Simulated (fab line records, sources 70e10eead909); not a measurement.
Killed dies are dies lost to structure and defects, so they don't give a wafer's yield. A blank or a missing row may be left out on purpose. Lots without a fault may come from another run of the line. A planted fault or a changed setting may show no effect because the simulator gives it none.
Which tool did it? | flow nand_harc | 12 lots, 36 wafers sampled, at 3 steps of a route of 1302

WHAT THE GAUGES READ, wafer by wafer
NHARC_P_M0_INSPECT_11.
lot  | measured     | on                | raw_defect_count
L075 | day 6 10:24  | defect_inspect-01 | 2 5 2
L078 | day 7 19:04  | defect_inspect-02 | 9 3 3
L079 | day 8 10:04  | defect_inspect-02 | 6 2 6
L081 | day 9 08:57  | defect_inspect-02 | 3 4 3
L083 | day 10 04:26 | defect_inspect-02 | 8 3 13
L086 | day 10 19:56 | defect_inspect-01 | 2 3 3
L087 | day 11 06:20 | defect_inspect-01 | 6 5 4
L089 | day 12 12:08 | defect_inspect-01 | 3 5 4
L091 | day 13 10:13 | defect_inspect-02 | 5 4 10
L093 | day 13 20:55 | defect_inspect-01 | 3 4 2
L095 | day 14 17:14 | defect_inspect-02 | 6 7 4
L097 | day 15 12:19 | defect_inspect-02 | 3 4 0

WHICH TOOL RAN EACH LOT (tool, then ch and the chambers of the sampled wafers, then the start)
lot  | NHARC_P_GATE_RTA_64              | NHARC_P_CONTACT_CMP_24
L075 | rtp_anneal-01 ch 0, day 6 03:02  | cmp-02 ch 0,1, day 6 09:06
L078 | rtp_anneal-02 ch 0, day 7 12:04  | cmp-01 ch 1,2,3, day 7 17:40
L079 | rtp_anneal-01 ch 0, day 8 03:04  | cmp-02 ch 0,1,2, day 8 08:47
L081 | rtp_anneal-02 ch 0, day 9 01:44  | cmp-02 ch 2,3, day 9 07:38
L083 | rtp_anneal-01 ch 0, day 9 21:09  | cmp-02 ch 0,2,3, day 10 03:02
L086 | rtp_anneal-01 ch 0, day 10 12:31 | cmp-01 ch 0,2,3, day 10 18:31
L087 | rtp_anneal-01 ch 0, day 10 23:19 | cmp-01 ch 0,2,3, day 11 05:02
L089 | rtp_anneal-01 ch 0, day 12 03:51 | cmp-04 ch 1,2,3, day 12 10:39
L091 | rtp_anneal-01 ch 0, day 13 03:02 | cmp-01 ch 0,2,3, day 13 08:47
L093 | rtp_anneal-02 ch 0, day 13 13:58 | cmp-02 ch 0,1,2, day 13 19:36
L095 | rtp_anneal-02 ch 0, day 14 09:40 | cmp-04 ch 0,1,2, day 14 15:46
L097 | rtp_anneal-01 ch 0, day 15 05:01 | cmp-04 ch 0,1,2, day 15 10:56
- NHARC_P_GATE_RTA_64: time 1 s.
- NHARC_P_CONTACT_CMP_24: polishes, t overpolish 30 s, target thk 200 nm.

THE ANSWER, worked out from the rows above alone
Rule: what is usual is taken from the lots themselves. Put in order of their means at a reading, lots are off if they are a third of the lots or fewer, leave a main group of 4 or more, and stand apart from it by a gap of 3 or more times the standard deviation of the main group's means; of several such gaps the widest counts. A main group whose means are all the same, to the digits that the tables above print for the reading, isn't used. A lot without any number at a reading at which 4 lots or more have one is off too. The other lots that the step has rows for count as sound.
No lot is off at any reading shown: from this, nothing can be told.

WHAT THE SIMULATOR HAD PUT IN
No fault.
